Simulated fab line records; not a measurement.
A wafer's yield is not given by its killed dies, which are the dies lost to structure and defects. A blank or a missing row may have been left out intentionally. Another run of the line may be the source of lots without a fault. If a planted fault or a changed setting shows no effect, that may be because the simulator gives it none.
Chamber matching    flow nand_harc    4 sister chambers for NHARC_A_CHANNEL_FILL_D2_ALD_02 on ald_hk-02
The step deposits SiO2, target thk 6 nm, pulse time 10 s, ald cycles 60. 8 wafers are shown with their chamber, then 12 later ones without.

## WAFERS WITH THEIR CHAMBER
wafer   chamber  heater_power_w (W)  precursor_pulse_height_rel
L083.2  3        434                 1.006
L084.3  0        409                 1.004
L085.1  1        430                 1.009
L085.2  0        410                 0.998
L085.3  2        412                 1.027
L086.1  1        423                 0.988
L086.2  2        414                 0.981
L086.6  3        434                 1.026

## WAFERS WITH NO CHAMBER GIVEN
wafer   heater_power_w (W)  precursor_pulse_height_rel
L090.2  431                 1.005
L090.5  437                 0.962
L090.6  401                 1.005
L091.2  445                 0.960
L091.4  408                 1.020
L091.5  432                 0.988
L093.2  418                 0.968
L093.4  431                 1.011
L093.6  410                 1.005
L097.1  448                 1.012
L097.2  426                 0.988
L097.3  410                 1.013

## THE CHAMBER EACH PASSED THROUGH
wafer   from the rows above           in truth
L090.2  can't be placed: 3 or 1       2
L090.5  can't be placed: 3 or 1       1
L090.6  can't be placed: 0 or 2       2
L091.2  3                             3
L091.4  can't be placed: 0 or 2       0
L091.5  can't be placed: 3 or 1       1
L093.2  can't be placed: 2 or 1 or 0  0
L093.4  can't be placed: 3 or 1       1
L093.6  can't be placed: 0 or 2       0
L097.1  3                             3
L097.2  1                             1
L097.3  can't be placed: 0 or 2       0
3 of 12 placed correctly. These rows do not allow placing 9 (true chamber among the candidates in 8). Number placed wrongly: 0.
How it was worked out, from the rows above alone: a wafer's distance from a chamber is the root of the sum, over the readings, of the square of ((its reading less the chamber's mean) divided by the reading's scatter). If the next closest chamber is less than 2 further off than the closest, the wafer can't be placed; otherwise it belongs to the closest. For every chamber, the mean is computed from those of its wafers that are shown. The scatter: the root of (the sum of the squares of (reading less its chamber's mean) over the shown wafers, divided by (wafers less chambers)).
